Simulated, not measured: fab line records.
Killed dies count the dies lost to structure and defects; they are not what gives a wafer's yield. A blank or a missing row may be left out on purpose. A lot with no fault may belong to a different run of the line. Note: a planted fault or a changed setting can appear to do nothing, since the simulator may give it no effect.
fab line records    flow nand-harc    part 2 of 2: steps 5 to 6 of 6
record: lots: 23  wafers: 69  last-day: 33
route steps=1302 shown A_STAIRCASE@671
lots that met no fault: taken from a fault-free run of the same line
start-h: start of the lot's first displayed wafer, in hours after the record's first day    wait-h: hours elapsed since this lot's preceding step    " unchanged from the row above    L1.1+2: a single row standing in for several wafers    - value missing, or start not given    * or withheld: withheld    < > ~ a bound
route shown NAME@n: names a module that has steps shown in the file, with the first one's number in the route    usual: mean/standard deviation taken from wafers without a fault    same: alike in all rows    chamber/n: place in a boat    sites: the reading at each site    _std_site: standard deviation across them    _edge_site: inner sites' mean taken away from outer sites' mean    radius-mm: how far each site lies from the wafer's centre    mask NAME#n: copy n    behind: the last tool/chamber to shape the wafer    hold: the reason the lot was held/the length of the hold in hours/how it ended    device: the transistor (n, p or np) that didn't switch    end of line: the route-end tests of the same wafers    a step without rows: its recipe alone    killed: count of dies lost to structure and defects at first sort (not the wafer's yield)    map: dies across one wafer; x = killed, . = not, _ = none there
set.NAME: the setting as run; set.NAME@STEP: as run at that earlier step    model.NAME: the simulator's own value behind a step, which no gauge read
route steps across a sampled set of lots; one table per step, one row per wafer
services: when a tool's chamber went out of use (start-h, in hours from the record's first day, below 0 if earlier), for how many hours, and the reason
== steps ==
step: NHARC_A_STAIRCASE_TRIM_229
recipe: time-s: 211.2  o2-flow-sccm: 500  ar-flow-sccm: 0  bias-w: 0  chemistry: O2
usual: drypump-motor-current-A: 5.8/0.48  o2-flow-sccm: 500.1/1.5  oes-product-au: 1.001/0.0075  rf-vpp-V: 57.8/1  showerhead-plenum-p-Torr: 3.53/0.18  throttle-valve-pct: 17.036/0.0091
lot.wafer  tool         chamber  start-h  wait-h  drypump-motor-current-A  o2-flow-sccm  oes-product-au  rf-hours-counter-h  rf-vpp-V  showerhead-plenum-p-Torr  throttle-valve-pct
L074.2     rie-diel-12  0        357.55   0.1     5.7                      500.7         1.000           23                  58.7      3.67                      17.042
L074.3     "            1        "        "       5.4                      500.1         0.998           27                  58.3      3.79                      17.053
L074.6     "            0        "        "       5.7                      501.6         0.996           -                   59.0      3.67                      17.049
L075.4     rie-diel-12  3        375.54   0.1     6.3                      497.3         0.991           30                  59.0      3.46                      17.039
L075.5     "            1        "        "       5.4                      497.8         0.989           -                   57.6      3.79                      17.036
L075.6     "            2        "        "       6.3                      501.0         0.990           -                   58.6      3.37                      17.040
L076.3     rie-diel-08  1        393.06   0.1     5.7                      502.1         1.010           5                   57.6      3.30                      17.020
L076.2     "            2        "        "       6.3                      502.6         1.003           3                   58.8      3.53                      17.019
L076.6     "            3        "        "       5.9                      499.8         1.005           -                   56.7      3.34                      17.040
L077.2     rie-diel-08  0        395.99   0.1     4.9                      500.5         1.001           7                   57.3      3.77                      17.043
L077.4     "            3        "        "       5.9                      500.3         1.001           5                   55.8      3.34                      17.039
L077.5     "            1        "        "       5.7                      501.4         1.003           -                   55.6      3.30                      17.039
L079.4     rie-diel-08  2        402.76   0.1     6.3                      497.9         1.007           7                   59.1      3.53                      17.021
L079.1     "            1        "        "       5.7                      499.9         1.008           9                   56.9      3.30                      17.033
L079.5     "            2        "        "       6.3                      499.3         0.996           -                   58.1      3.53                      17.043
L078.1     rie-diel-12  1        403.03   0.1     5.4                      498.7         0.989           43                  59.0      3.78                      17.022
L078.3     "            2        "        "       6.3                      499.5         0.995           41                  59.1      3.36                      17.029
L078.6     "            2        "        "       6.3                      499.3         0.991           -                   57.8      3.36                      17.038
L081.3     rie-diel-08  1        442.52   0.1     5.7                      499.8         0.995           20                  56.6      3.29                      17.022
L081.4     "            2        "        "       6.3                      499.8         0.998           19                  57.3      3.52                      17.036
L081.2     "            3        "        "       5.9                      501.5         1.007           21                  58.3      3.34                      17.033
L082.1     rie-diel-08  0        451.05   0.1     4.9                      501.2         1.009           26                  58.1      3.76                      17.030
L082.3     "            2        "        "       6.3                      502.2         0.998           22                  58.8      3.52                      17.023
L082.5     "            3        "        "       5.9                      496.5         1.001           -                   57.1      3.33                      17.054
L083.3     rie-diel-08  0        460.54   0.3     4.9                      499.9         0.998           28                  57.7      3.76                      17.027
L083.6     "            0        "        "       4.8                      501.4         1.003           -                   57.6      3.76                      17.029
L083.5     "            1        "        "       5.7                      499.2         0.996           -                   56.1      3.29                      17.027
L084.3     rie-diel-11  0        475.01   0.1     5.5                      500.1         0.992           11                  59.3      3.46                      17.037
L084.2     "            1        "        "       5.4                      498.2         1.005           12                  57.8      3.61                      17.033
L084.6     "            1        "        "       5.4                      499.9         1.003           -                   58.4      3.61                      17.027
L085.2     rie-diel-11  2        475.45   0.1     6.4                      499.4         1.004           15                  58.7      3.80                      17.033
L085.4     "            0        "        "       5.6                      502.3         1.008           11                  57.5      3.46                      17.052
L085.5     "            2        "        "       6.4                      499.7         1.012           -                   58.6      3.80                      17.040
L086.3     rie-diel-11  3        484.88   0.1     5.4                      500.4         1.000           16                  57.7      3.32                      17.028
L086.6     "            1        "        "       5.4                      502.5         1.002           -                   57.4      3.61                      17.040
L086.5     "            0        "        "       5.5                      498.5         0.996           -                   58.0      3.46                      17.028
L087.1     rie-diel-12  2        503.88   0.1     6.3                      499.8         0.991           12                  55.7      3.35                      17.026
L087.5     "            0        "        "       5.7                      498.0         1.002           -                   58.3      3.64                      17.044
L087.6     "            2        "        "       6.3                      498.5         1.000           -                   57.9      3.35                      17.029
L088.3     rie-diel-12  1        510.44   0.1     5.4                      499.8         1.004           12                  59.6      3.77                      17.031
L088.2     "            0        "        "       5.7                      503.2         1.000           19                  57.2      3.64                      17.048
L088.6     "            1        "        "       5.4                      502.1         1.000           -                   57.7      3.77                      17.049
L090.2     rie-diel-08  0        510.79   0.1     4.9                      501.0         1.010           44                  58.0      3.75                      17.055
L090.1     "            2        "        "       6.3                      500.1         1.000           43                  58.4      3.51                      17.033
L090.5     "            0        "        "       4.9                      500.0         0.993           -                   58.7      3.75                      17.047
L089.1     rie-diel-12  3        516.94   0.1     6.3                      497.5         0.991           20                  58.5      3.44                      17.048
L089.6     "            0        "        "       5.7                      502.1         1.006           -                   56.4      3.64                      17.050
L089.5     "            1        "        "       5.4                      500.8         0.994           -                   59.2      3.77                      17.054
L091.4     rie-diel-12  3        522.84   0.1     6.3                      500.2         0.998           22                  59.0      3.44                      17.026
L091.2     "            1        "        "       5.4                      500.6         0.997           16                  58.5      3.76                      17.023
L091.5     "            2        "        "       6.3                      495.4         1.000           -                   56.4      3.34                      17.025
L092.3     rie-diel-08  0        544.40   0.1     4.9                      499.9         1.009           62                  59.4      3.74                      17.037
L092.1     "            1        "        "       5.7                      496.4         1.002           46                  56.1      3.28                      17.046
L092.5     "            3        "        "       5.9                      500.4         1.000           -                   58.4      3.32                      17.031
L094.1     rie-diel-11  1        554.09   0.1     5.5                      501.4         1.005           40                  56.1      3.60                      17.023
L094.2     "            3        "        "       5.4                      500.5         0.996           42                  57.5      3.31                      17.029
L094.3     "            0        "        "       5.5                      500.0         1.015           39                  57.4      3.45                      17.039
L093.1     rie-diel-11  3        554.22   0.1     5.4                      497.9         1.010           42                  57.0      3.31                      17.047
L093.2     "            0        "        "       5.6                      501.0         1.000           39                  57.0      3.45                      17.028
L093.4     "            2        "        "       6.4                      501.1         1.001           40                  58.9      3.78                      17.026
L095.1     rie-diel-12  3        574.83   0.1     6.2                      498.7         1.002           37                  58.1      3.43                      17.030
L095.3     "            0        "        "       5.7                      496.3         0.996           40                  56.6      3.63                      17.026
L095.4     "            2        "        "       6.3                      499.5         0.991           36                  56.5      3.33                      17.034
L096.2     rie-diel-08  2        592.25   0.1     6.3                      501.9         0.997           10                  58.7      3.49                      17.038
L096.4     "            3        "        "       5.9                      499.5         0.994           10                  57.4      3.31                      17.039
L096.6     "            1        "        "       5.7                      499.1         1.004           -                   59.4      3.80                      17.038
L097.1     rie-diel-12  1        592.78   0.1     5.4                      499.1         1.010           44                  57.6      3.75                      17.038
L097.4     "            2        "        "       6.3                      501.3         1.012           46                  57.2      3.33                      17.032
L097.3     "            3        "        "       6.3                      499.8         1.010           44                  56.8      3.43                      17.038
step: NHARC_A_STAIRCASE_ETCH_273
recipe: target-depth-a: 1.02e+05  time-s: 2468.6  ion-energy-ev: 800  c4f8-flow-sccm: 80  o2-flow-sccm: 60  ar-flow-sccm: withheld  rf-w: 600  bias-w: 3000  chemistry: C4F8/O2/Ar
usual: oes-product-au: 0.935/0.011  rf-vpp-V: 1825/13
lot.wafer  tool         chamber  start-h  wait-h  oes-product-au  rf-hours-counter-h  rf-vpp-V
L074.2     rie-diel-11  0        -        -       0.932           33                  1823
L074.3     "            2        "        "       0.934           39                  1808
L074.6     "            0        "        "       0.930           -                   1823
L075.4     rie-diel-08  1        -        -       0.945           1                   1810
L075.6     "            3        "        "       0.937           -                   1814
L075.5     "            0        "        "       0.954           -                   1846
L076.3     rie-diel-11  3        -        -       0.935           54                  1814
L076.2     "            1        "        "       0.959           51                  1836
L076.6     "            2        "        "       0.944           -                   1807
L077.2     rie-diel-12  0        -        -       0.917           41                  1837
L077.4     "            2        "        "       0.933           41                  1814
L077.5     "            0        "        "       0.919           -                   1837
L078.3     rie-diel-12  2        -        -       0.928           43                  1813
L078.1     "            3        "        "       0.921           40                  1822
L078.6     "            3        "        "       0.930           -                   1822
L079.1     rie-diel-11  0        -        -       0.931           47                  1824
L079.4     "            2        "        "       0.921           54                  1807
L079.5     "            1        "        "       0.937           -                   1833
L081.3     rie-diel-08  0        -        -       0.941           25                  1845
L081.4     "            1        "        "       0.945           22                  1808
L081.2     "            2        "        "       0.946           21                  1825
L082.3     rie-diel-08  1        -        -       0.926           28                  1808
L082.1     "            0        "        "       0.922           29                  1844
L082.5     "            2        "        "       0.921           -                   1827
L083.3     rie-diel-11  2        -        -       0.936           14                  1847
L083.5     "            3        "        "       0.937           -                   1813
L083.6     "            0        "        "       0.910           -                   1822
L084.2     rie-diel-11  1        -        -       0.947           15                  1833
L084.3     "            3        "        "       0.938           15                  1809
L084.6     "            3        "        "       0.938           -                   1811
L085.2     rie-diel-08  2        -        -       0.929           33                  1825
L085.4     "            0        "        "       0.940           35                  1843
L085.5     "            2        "        "       0.931           -                   1826
L086.3     rie-diel-11  1        -        -       0.948           17                  1833
L086.5     "            3        "        "       0.941           -                   1812
L086.6     "            0        "        "       0.921           -                   1822
L087.1     rie-diel-08  2        -        -       0.936           45                  1826
L087.6     "            0        "        "       0.933           -                   1843
L087.5     "            2        "        "       0.927           -                   1827
L088.2     rie-diel-11  2        -        -       0.930           25                  1844
L088.3     "            0        "        "       0.926           22                  1822
L088.6     "            2        "        "       0.931           -                   1846
L090.2     rie-diel-12  3        -        -       0.945           21                  1822
L090.1     "            1        "        "       0.944           15                  1844
L090.5     "            3        "        "       0.949           -                   1821
L089.1     rie-diel-12  1        -        -       0.929           17                  1845
L089.6     "            3        "        "       0.942           -                   1819
L089.5     "            0        "        "       0.944           -                   1835
L091.4     rie-diel-11  1        -        -       0.945           31                  1831
L091.2     "            2        "        "       0.966           31                  1846
L091.5     "            1        "        "       0.947           -                   1832
L092.3     rie-diel-11  0        -        -       0.931           37                  1820
L092.1     "            2        "        "       0.950           39                  1846
L092.5     "            0        "        "       0.942           -                   1821
L094.1     rie-diel-12  2        -        -       0.925           34                  1812
L094.2     "            0        "        "       0.923           39                  1835
L094.3     "            1        "        "       0.919           32                  1844
L093.4     rie-diel-08  2        -        -       0.930           2                   1826
L093.2     "            3        "        "       0.927           2                   1811
L093.1     "            0        "        "       0.942           2                   1841
L095.3     rie-diel-12  2        -        -       0.933           39                  1812
L095.1     "            3        "        "       0.929           40                  1820
L095.4     "            0        "        "       0.943           42                  1836
L096.2     rie-diel-12  0        -        -       0.952           48                  1835
L096.4     "            1        "        "       0.936           -                   1843
L096.6     "            3        "        "       0.938           -                   1819
L097.1     rie-diel-11  0        -        -       0.928           53                  1822
L097.4     "            1        "        "       0.939           56                  1833
L097.3     "            2        "        "       0.937           60                  1845
== services ==
tool         chamber  start-h  hours  kind
rie-diel-08  0        329.57   12.2   repair
rie-diel-12  0        330.29   -      clean
rie-diel-12  1        330.29   -      clean
rie-diel-12  2        330.29   -      clean
rie-diel-12  3        330.29   -      clean
rie-diel-08  3        331.33   9.0    repair
rie-diel-08  1        334.13   9.5    repair
rie-diel-12  0        354.79   -      clean
rie-diel-12  1        354.79   -      clean
rie-diel-12  2        354.79   -      clean
rie-diel-12  3        354.79   -      clean
rie-diel-08  -        370.64   9.0    pm
rie-diel-12  0        380.85   -      clean
rie-diel-12  1        380.85   -      clean
rie-diel-12  2        380.85   -      clean
rie-diel-12  3        380.85   -      clean
rie-diel-08  1        406.95   5.1    repair
rie-diel-11  -        434.40   9.0    pm
rie-diel-12  -        449.15   9.0    pm
rie-diel-11  -        463.21   0.6    repair
rie-diel-12  -        471.86   0.6    repair
rie-diel-11  2        480.29   8.2    repair
rie-diel-12  1        495.04   11.0   repair
rie-diel-08  1        498.58   30.5   repair
